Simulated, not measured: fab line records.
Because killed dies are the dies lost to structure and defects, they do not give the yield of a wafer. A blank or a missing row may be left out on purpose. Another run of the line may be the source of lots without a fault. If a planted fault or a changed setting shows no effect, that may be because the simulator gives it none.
Matching of chambers | flow n5-finfet | 4 sister chambers for N5_HKMG_FIN_STRIP_93 on rie-diel-06
The step strips SOC in N2/H2, time 20 s. 4 wafers are shown with their chamber, then 8 later ones without.

== WAFERS WITH THEIR CHAMBER ==
wafer  | chamber | drypump-motor-current-A (A)
L086.1 | 3       | 5.8
L086.3 | 1       | 5.2
L086.4 | 2       | 6.6
L087.2 | 0       | 4.9

== WAFERS MISSING THEIR CHAMBER ==
wafer  | drypump-motor-current-A (A)
L087.3 | 5.8
L087.5 | 6.7
L094.2 | 5.2
L094.5 | 5.8
L094.6 | 6.6
L097.1 | 6.6
L097.2 | 5.8
L097.6 | 6.6

== EACH ONE'S CHAMBER ==
wafer  | from the rows above | in truth
L087.3 | 3                   | 3
L087.5 | 2                   | 2
L094.2 | 1                   | 1
L094.5 | 3                   | 3
L094.6 | 2                   | 2
L097.1 | 2                   | 2
L097.2 | 3                   | 3
L097.6 | 2                   | 2
8 of 8 placed correctly. Left unplaced by these rows: 0. Number placed wrongly: 0.
How it was worked out, from the rows above alone: a wafer's distance from a chamber is the root of the sum, over the readings, of the square of ((its reading less the chamber's mean) divided by the reading's scatter). If the next closest chamber is less than 2 further off than the closest, the wafer can't be placed; otherwise it belongs to the closest. Each chamber's mean is taken over the wafers shown for it. The scatter: root of mean squared gap, hidden wafer to nearest shown wafer, with one shown wafer a chamber.
